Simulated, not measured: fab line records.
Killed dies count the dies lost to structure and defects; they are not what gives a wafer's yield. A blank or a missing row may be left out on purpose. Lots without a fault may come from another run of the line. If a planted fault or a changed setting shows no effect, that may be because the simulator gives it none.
Matching of chambers || flow n5Finfet || N5_BEOL_M2_PRE_CLEAN_60 on cvdCo-02: 3 sister chambers
The step time 15 s. 16 wafers are shown with their chamber, then 8 later ones without.

## WAFERS WITH THEIR CHAMBER
{"wafer": "L078.1", "chamber": 1, "heaterPowerW (W)": 105}
{"wafer": "L078.4", "chamber": 1, "heaterPowerW (W)": 106}
{"wafer": "L078.6", "chamber": 0, "heaterPowerW (W)": 72}
{"wafer": "L079.1", "chamber": 2, "heaterPowerW (W)": 61}
{"wafer": "L079.3", "chamber": 1, "heaterPowerW (W)": 107}
{"wafer": "L079.5", "chamber": 0, "heaterPowerW (W)": 69}
{"wafer": "L080.1", "chamber": 0, "heaterPowerW (W)": 72}
{"wafer": "L080.3", "chamber": 2, "heaterPowerW (W)": 63}
{"wafer": "L080.5", "chamber": 0, "heaterPowerW (W)": 71}
{"wafer": "L088.1", "chamber": 2, "heaterPowerW (W)": 61}
{"wafer": "L088.2", "chamber": 1, "heaterPowerW (W)": 108}
{"wafer": "L088.4", "chamber": 0, "heaterPowerW (W)": 72}
{"wafer": "L093.3", "chamber": 1, "heaterPowerW (W)": 107}
{"wafer": "L093.4", "chamber": 2, "heaterPowerW (W)": 63}
{"wafer": "L093.5", "chamber": 1, "heaterPowerW (W)": 108}
{"wafer": "L094.1", "chamber": 1, "heaterPowerW (W)": 110}

SIGNATURES, as means of the wafers listed above
{"reading": "heaterPowerW", "chamber 0": 71.20, "chamber 1": 107.29, "chamber 2": 62.00, "scatter within a chamber": 1.42}
Rule: a wafer's distance from a chamber is the root of the sum, over the readings, of the square of ((its reading less the chamber's mean) divided by the reading's scatter). The wafer belongs to the nearest chamber; if the next one is less than 2 further off, it can't be placed. How the scatter is found: for the shown wafers, subtract from each reading the mean of its chamber, square and add these, divide the total by (wafers less chambers), then take the root.

## WAFERS WITHOUT THEIR CHAMBER
{"wafer": "L094.2", "heaterPowerW (W)": 72}
{"wafer": "L094.3", "heaterPowerW (W)": 63}
{"wafer": "L097.1", "heaterPowerW (W)": 64}
{"wafer": "L097.2", "heaterPowerW (W)": 106}
{"wafer": "L097.5", "heaterPowerW (W)": 73}
{"wafer": "L096.2", "heaterPowerW (W)": 70}
{"wafer": "L096.3", "heaterPowerW (W)": 62}
{"wafer": "L096.6", "heaterPowerW (W)": 110}

## WHICH CHAMBER EACH ONE RAN IN
{"wafer": "L094.2", "from the rows above": 0, "in truth": 0}
{"wafer": "L094.3", "from the rows above": 2, "in truth": 2}
{"wafer": "L097.1", "from the rows above": 2, "in truth": 2}
{"wafer": "L097.2", "from the rows above": 1, "in truth": 1}
{"wafer": "L097.5", "from the rows above": 0, "in truth": 0}
{"wafer": "L096.2", "from the rows above": 0, "in truth": 0}
{"wafer": "L096.3", "from the rows above": 2, "in truth": 2}
{"wafer": "L096.6", "from the rows above": 1, "in truth": 1}
Placed correctly: 8 of 8. Number that these rows cannot place: 0. Wrongly placed: 0.
